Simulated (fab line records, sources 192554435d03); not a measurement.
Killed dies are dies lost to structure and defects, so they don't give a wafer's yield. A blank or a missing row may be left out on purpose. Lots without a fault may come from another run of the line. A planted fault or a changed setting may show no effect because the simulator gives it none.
Split-lot experiment | flow n5_finfet | 7 lots, 21 wafers read, on a route of 1938 steps

THE SPLIT
At N5_BEOL_M2_DESCUM_16 (chemistry O2, time 7 s), the setting time_s was moved away from the recipe's 7 s on 10 of the 21 wafers read, by -19.5% to +22.4%. The other wafers ran this setting at the recipe's value.

The reading is taken at the split's own step.

THE READING
CAR-EUV_of_BEOL_M2_COAT_05.thk_nm (the simulator's own value, which no gauge read), in nm, at N5_BEOL_M2_DESCUM_16 (chemistry O2, time 7 s). The file gives no usual value for it. The 11 wafers here that ran the recipe average 26.1 nm, standard deviation 0.089 nm.

wafer  | tool, chamber at the split | time_s as run, s | against the recipe | CAR-EUV_of_BEOL_M2_COAT_05.thk_nm, nm | against lot-mates on the recipe
L077.2 | rie_diel-03, 0,1           | 8.565            | +22.4%             | 25.2                                  | -1.0
L077.4 | rie_diel-03, 0,1           | 8.565            | +22.4%             | 25.2                                  | -1.0
L077.6 | rie_diel-03, 2             | 7                | recipe             | 26.2                                  | -
L079.4 | rie_diel-03, 2             | 7                | recipe             | 26.2                                  | -
L079.5 | rie_diel-03, 1             | 5.764            | -17.7%             | 26.8                                  | +0.6
L079.6 | rie_diel-03, 0             | 5.764            | -17.7%             | 26.6                                  | +0.4
L074.3 | rie_diel-01, 2,3,0         | 7                | recipe             | 26.2                                  | -
L074.4 | rie_diel-01, 2,3,0         | 7                | recipe             | 26.2                                  | -
L074.6 | rie_diel-01, 2,3,0         | 7                | recipe             | 26.2                                  | -
L082.1 | rie_diel-01, 0             | 8.082            | +15.5%             | 25.8                                  | -0.4
L082.5 | rie_diel-01, 3             | 8.082            | +15.5%             | 25.6                                  | -0.6
L082.6 | rie_diel-01, 0             | 7                | recipe             | 26.2                                  | -
L085.3 | rie_diel-03, 0             | 6.447            | -7.9%              | 26.4                                  | +0.3
L085.4 | rie_diel-03, 3             | 7                | recipe             | 26                                    | -
L085.6 | rie_diel-03, 2             | 7                | recipe             | 26.2                                  | -
L087.4 | rie_diel-01, 0             | 7                | recipe             | 26.2                                  | -
L087.5 | rie_diel-01, 3             | 5.637            | -19.5%             | 26.8                                  | +0.6
L087.6 | rie_diel-01, 2             | 5.637            | -19.5%             | 26.6                                  | +0.4
L092.1 | rie_diel-05, 0,2           | 7                | recipe             | 26                                    | -
L092.4 | rie_diel-05, 0,2           | 7                | recipe             | 26                                    | -
L092.5 | rie_diel-05, 0             | 6.418            | -8.3%              | 26.4                                  | +0.4
Where a row lists several chambers, the file gives one row for several wafers and doesn't say which wafer went through which chamber.

THE FIT
A straight line over all 21 wafers: CAR-EUV_of_BEOL_M2_COAT_05.thk_nm changes by -0.034 nm for each +1% of time_s; r = -0.97; the points scatter about the line by 0.11 nm.
The same after taking each lot's own level away (the mean of its wafers on the recipe; 21 wafers): -0.0346 nm for each +1%; r = -0.97; scatter 0.12 nm.
On that fit, the largest move of time_s shifts the reading by 0.77 nm.
The lots' own levels span 26.00 to 26.20 nm, that is 2.2 times the standard deviation above.
So the lot-to-lot level changes the slope little: the two slopes agree.
Check: with one of the wafers moved furthest among these (+22.4%) left out of the fit, the line predicts -0.758 nm for it against its lot-mates. It came out at -1 nm against them.

OTHER SPLITS ON THESE WAFERS
These wafers also went through other splits before the reading. Each is held against what the fit with the lots' levels taken away leaves over:
other split on the same wafers    | wafers away from the commonest value | r with CAR-EUV_of_BEOL_M2_COAT_05.thk_nm (lot level and that fit taken away)
N5_BEOL_M0_SAQP_EXPOSE_11 dose_mj | 10                                   | +0.10
N5_BEOL_M1_ILD_DEP_00 time_s      | 6                                    | -0.33

THE FILE'S OWN FIT
CAR-EUV_of_BEOL_M2_COAT_05.thk_nm changes by -0.0348 nm for each +1% of time_s, r = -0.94.
